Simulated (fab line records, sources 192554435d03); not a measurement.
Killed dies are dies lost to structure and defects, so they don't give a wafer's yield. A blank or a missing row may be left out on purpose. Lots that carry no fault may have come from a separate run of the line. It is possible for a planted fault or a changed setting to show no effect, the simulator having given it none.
Struck lot and sound lot, side by side	flow n5_finfet	37 steps out of a route of 1938
Sound: the wafers L168.1, L168.2. Wafers struck: L186.1, L186.3, L186.4. The cause is given at the end.
At each step with rows: each side's tool, then ch and its chambers, then its first start. Under that, the readings that differ: sound wafers	struck wafers	difference of the means	sigmas: that difference in standard deviations of wafers without a fault.
alike: readings whose means differ by less than 2 such deviations, and words and numbers that are the same on both sides. not compared: withheld readings, readings that some wafer has no value for, bounds like >300 that may hide the same value, and numbers for which the record gives no deviation and whose values overlap.
A row with sigmas, a row that says differs or no value, or rows on one side alone: a step with any of these is where the two part. Numbers that don't overlap but have no deviation are shown without sigmas and don't part them. Lack of a reading on every wafer of one side parts them only where that side has two or more wafers.

first, 11 steps without rows for these wafers: N5_BEOL_M14_ETCH_59 (etches BARC in N2/H2, target depth 89 nm, overetch 26.7 nm, time 67.9 s); N5_BEOL_M14_VIA_ETCH_16 (etches SiO2 in C4F8/O2/Ar, target depth 1231.3 nm); N5_BEOL_M14_STRIP_63 (strips in O2); N5_BEOL_M14_STRIP_64 (strips in O2); N5_BEOL_M14_STRIP_71 (strips in post etch residue remover, time 60 s); N5_BEOL_M14_SRD_72 (time 30 s, dry time 30 s); N5_BEOL_M14_COAT_65 (time 60 s, resist thk 450 nm); N5_BEOL_M14_COAT_66 (time 60 s, resist thk 110 nm); N5_BEOL_M14_COAT_22 (resist thk 300 nm); N5_BEOL_M14_EBR_24; N5_BEOL_M14_SOFTBAKE_23 (time 60 s).
N5_BEOL_M14_EXPOSE_25: exposes mask M14, target cd 280 nm.
  sound on krf_scanner-02 ch 0, day 11 23:37; struck on krf_scanner-01 ch 0, day 16 01:35
reading	sound	struck	difference	sigmas
exposure_dose_mJ_cm2	26.61 26.58	22.80 22.74 22.76	-3.83	-99 or more
  alike: mask
then, 3 steps without rows for these wafers: N5_BEOL_M14_PEB_26 (peb time 90 s); N5_BEOL_M14_DEVELOP_27 (develop time 45 s); N5_BEOL_M14_HARDBAKE_32 (time 120 s).
N5_BEOL_M14_CD_MEAS_28: the cd target is 284.4 nm.
  sound on cd_sem-01 ch 0, day 11 23:47; struck on cd_sem-03 ch 0, day 16 01:45
reading	sound	struck	difference	sigmas
cd_nm (nm)	285.8 284.6	261.4 264.6 260.5	-23.0	-12
N5_BEOL_M14_DESCUM_33: chemistry O2, time 7.9 s.
  sound on rie_diel-04 ch 0,3, day 11 23:53; struck on rie_diel-04 ch 1,2,3, day 16 01:59
reading	sound	struck	difference	sigmas
model.BEOL_M14.cd_nm (nm)	285.6 284.2	261.2 264.4 260.4	-22.9	
  alike: drypump_motor_current_A, oes_product_au, rf_vpp_V, showerhead_plenum_p_Torr, throttle_valve_pct
  not compared: rf_hours_counter_h
then, 6 steps without rows for these wafers: N5_BEOL_M14_ETCH_67 (etches SiARC in CF4, target depth 143 nm, time 238.3 s); N5_BEOL_M14_ETCH_68 (etches SOC in N2/H2, time 450 s); N5_BEOL_M14_STRIP_69 (strips in N2/H2); N5_BEOL_M14_TRENCH_ETCH_34 (etches SiO2 in C4F8/O2/Ar, target depth 556.65 nm, time 126.9 s); N5_BEOL_M14_STRIP_70 (strips in C4F8/O2/Ar); N5_BEOL_M14_STRIP_37 (strips in O2).
N5_BEOL_M14_ETCH_38: etches SiCN in CF4/N2, target depth 106.5 nm, time 120.6 s.
  sound: rie_diel-04 ch 1,2; struck: rie_diel-05 ch 0,2,3
reading	sound	struck	difference	sigmas
rf_hours_counter_h (h)	86 42	131 249 89	+92	
model.BEOL_M14.cd_nm (nm)	279.4 281.4	256.6 260.8 259.8	-21.3	
  alike: drypump_motor_current_A, oes_product_au, rf_vpp_V, showerhead_plenum_p_Torr, throttle_valve_pct
then, 12 steps without rows for these wafers: N5_BEOL_M14_PRECLEAN_39 (cleans in residue remover, time 60 s); N5_BEOL_M14_SRD_40 (time 30 s, dry time 30 s); N5_BEOL_M14_DEGAS_41 (time 60 s); N5_BEOL_M14_PRE_CLEAN_42 (time 30 s); N5_BEOL_M14_SPUTTER_43 (material TaN, target thk 15 nm, time 24.19 s); N5_BEOL_M14_SPUTTER_44 (material Ta, target thk 15 nm, time 24.19 s); N5_BEOL_M14_SPUTTER_45 (material Cu, target thk 100 nm, time 16.67 s); N5_BEOL_M14_ECD_47 (material Cu, target thk 1248 nm); N5_BEOL_M14_ANNEAL_48 (time 90 s); N5_BEOL_M14_CMP_49 (polishes, stops on SiO2, t overpolish 5.2 s, target thk 560 nm); N5_BEOL_M14_PRE_CLEAN_52 (time 15 s); N5_BEOL_M14_DEP_53 (deposits SiCN from 3MS/NH3, target thk 50 nm, time 17.8 s).
N5_BEOL_M15_RC_MEAS_101:
  sound on prober-02 ch 0, day 12 08:47; struck on prober-01 ch 0, day 16 10:26
reading	sound	struck	difference	sigmas
SERP_M11 (ohm/um)	2.81 2.94	3.24 3.29 3.24	+0.38	+3
SERP_M14 (ohm/um)	0.165 0.156	0.185 0.179 0.177	+0.020	+3
SERP_M14_max_site (ohm/um)	0.167 0.157	0.186 0.181 0.178	+0.020	+3
  alike: COMB_M10, COMB_M10_max_site, COMB_M11, COMB_M12, COMB_M13, COMB_M13_max_site, COMB_M14, COMB_M15, COMB_M5, COMB_M6, COMB_M7, COMB_M8, COMB_M9, SERP_M10, SERP_M12, SERP_M13, SERP_M5, SERP_M6, SERP_M7, SERP_M8, SERP_M9

WHERE THEY PART
Earliest at N5_BEOL_M14_EXPOSE_25; latest, in this record, at N5_BEOL_M15_RC_MEAS_101.

WHY: whatever the simulator had introduced
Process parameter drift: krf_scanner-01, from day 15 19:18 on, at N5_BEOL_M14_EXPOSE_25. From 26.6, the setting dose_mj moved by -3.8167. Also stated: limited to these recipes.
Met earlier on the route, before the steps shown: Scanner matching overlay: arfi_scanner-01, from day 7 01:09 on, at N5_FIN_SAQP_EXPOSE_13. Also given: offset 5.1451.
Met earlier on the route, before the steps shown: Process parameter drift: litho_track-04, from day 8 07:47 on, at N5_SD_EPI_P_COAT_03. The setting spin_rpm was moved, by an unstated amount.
